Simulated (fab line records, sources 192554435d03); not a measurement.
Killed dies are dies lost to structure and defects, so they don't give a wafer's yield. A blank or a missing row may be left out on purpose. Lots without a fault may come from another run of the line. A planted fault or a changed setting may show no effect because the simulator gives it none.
A struck lot beside a sound one | flow n5_finfet | 15 steps out of a route of 1938
Sound: wafers L239.3, L239.5, L239.6. Struck: wafer L254.3. (L254.6 of the same lot was not struck and is left out.) The cause comes at the end.
At each step with rows: each side's tool, then ch and its chambers, then its first start. Under that, the readings that differ: sound wafers | struck wafers | difference of the means | sigmas: that difference in standard deviations of wafers without a fault.
alike: readings whose means differ by less than 2 such deviations, and words and numbers that are the same on both sides. not compared: withheld readings, readings that some wafer has no value for, bounds like >300 that may hide the same value, and numbers for which the record gives no deviation and whose values overlap.
The two part at a step that has a row with sigmas, a row that says differs or no value, or rows on one side only. Numbers that don't overlap but have no deviation are shown without sigmas and don't part them. A reading that every wafer of one side lacks parts them only if that side has two wafers or more.

first, 6 steps without rows for these wafers: N5_BEOL_M4_COAT_05 (resist thk 30 nm); N5_BEOL_M4_EBR_07; N5_BEOL_M4_SOFTBAKE_06 (time 60 s); N5_BEOL_M4_EXPOSE_08 (exposes mask M4); N5_BEOL_M4_PEB_09 (peb time 60 s); N5_BEOL_M4_DEVELOP_10 (develop time 30 s).
N5_BEOL_M4_CD_MEAS_11: target cd 16.79 nm.
  sound on cd_sem-02 ch 0, day 8 20:32; struck on cd_sem-01 ch 0, day 11 23:34
  alike: cd_nm
N5_BEOL_M4_OVL_MEAS_12:
  sound on overlay-01 ch 0, day 8 20:34; struck on overlay-02 ch 0, day 11 23:36
  alike: M4_OVL
N5_BEOL_M4_INSPECT_13: inspects for defects (brightfield).
  sound on defect_inspect-02, day 8 20:37; struck on defect_inspect-01, day 11 23:39
  alike: raw_defect_count
N5_BEOL_M4_DESCUM_16: chemistry O2, time 7 s.
  sound on rie_diel-06 ch 1,2,3, day 8 20:55; struck on rie_diel-06 ch 1, day 11 23:41
  reading                | sound             | struck | difference | sigmas
  throttle_valve_pct (%) | 20.66 20.54 20.53 | 20.25  | -0.33      | -2
  alike: drypump_motor_current_A, oes_product_au, rf_vpp_V, showerhead_plenum_p_Torr
  not compared: rf_hours_counter_h
N5_BEOL_M4_ETCH_74: etches underlayer in N2/H2, target depth 6.5 nm, time 5.2 s.
  sound on rie_diel-06 ch 1,2,3, day 8 20:58; struck on rie_diel-06 ch 1, day 11 23:43
  alike: drypump_motor_current_A, etch_rf_on_time_s, oes_product_au, rf_vpp_V, showerhead_plenum_p_Torr, throttle_valve_pct
  not compared: rf_hours_counter_h
N5_BEOL_M4_ETCH_63: etches SiARC in CF4, target depth 15.6 nm, time 26 s.
  sound on rie_diel-06 ch 1,2,3, day 8 20:58; struck on rie_diel-06 ch 1, day 11 23:44
  alike: drypump_motor_current_A, etch_rf_on_time_s, oes_product_au, rf_vpp_V, showerhead_plenum_p_Torr, throttle_valve_pct
  not compared: rf_hours_counter_h
N5_BEOL_M4_ETCH_64: etches SOC in N2/H2, target depth 75 nm, overetch 22.5 nm, time 121.9 s.
  sound on rie_diel-06 ch 1,2,3, day 8 21:00; struck on rie_diel-06 ch 1, day 11 23:46
  reading                                    | sound          | struck | difference | sigmas
  oes_product_au (a.u.)                      | 0.54 0.53 0.59 | 0.75   | +0.20      | +3
  model.SiARC_of_BEOL_M4_COAT_62.thk_nm (nm) | 6.2 6.2 6.4    | 6.6    | +0.3       |
  alike: drypump_motor_current_A, rf_vpp_V, showerhead_plenum_p_Torr, throttle_valve_pct
  not compared: rf_hours_counter_h
then, 1 step without rows for these wafers: N5_BEOL_M4_STRIP_65 (strips in N2/H2).
N5_BEOL_M4_RC_MEAS_101:
  sound on prober-02 ch 0, day 9 05:07; struck on prober-01 ch 0, day 12 12:43
  reading        | sound             | struck | difference | sigmas
  DIBL_N (mV/V)  | 36.4 35.9 38.1    | 33.5   | -3.3       | -2
  IOFF_N (nA/um) | 0.161 0.162 0.191 | 0.117  | -0.054     | -2
  SS_P (mV/dec)  | 73.6 72.9 74.1    | 71.9   | -1.6       | -2
  alike: DIBL_P, IOFF_P, ION_N, ION_P, SS_N, VT_N, VT_P

WHERE THEY PART
First at N5_BEOL_M4_DESCUM_16; last, within this record, at N5_BEOL_M4_RC_MEAS_101.

WHY: what the simulator had put in
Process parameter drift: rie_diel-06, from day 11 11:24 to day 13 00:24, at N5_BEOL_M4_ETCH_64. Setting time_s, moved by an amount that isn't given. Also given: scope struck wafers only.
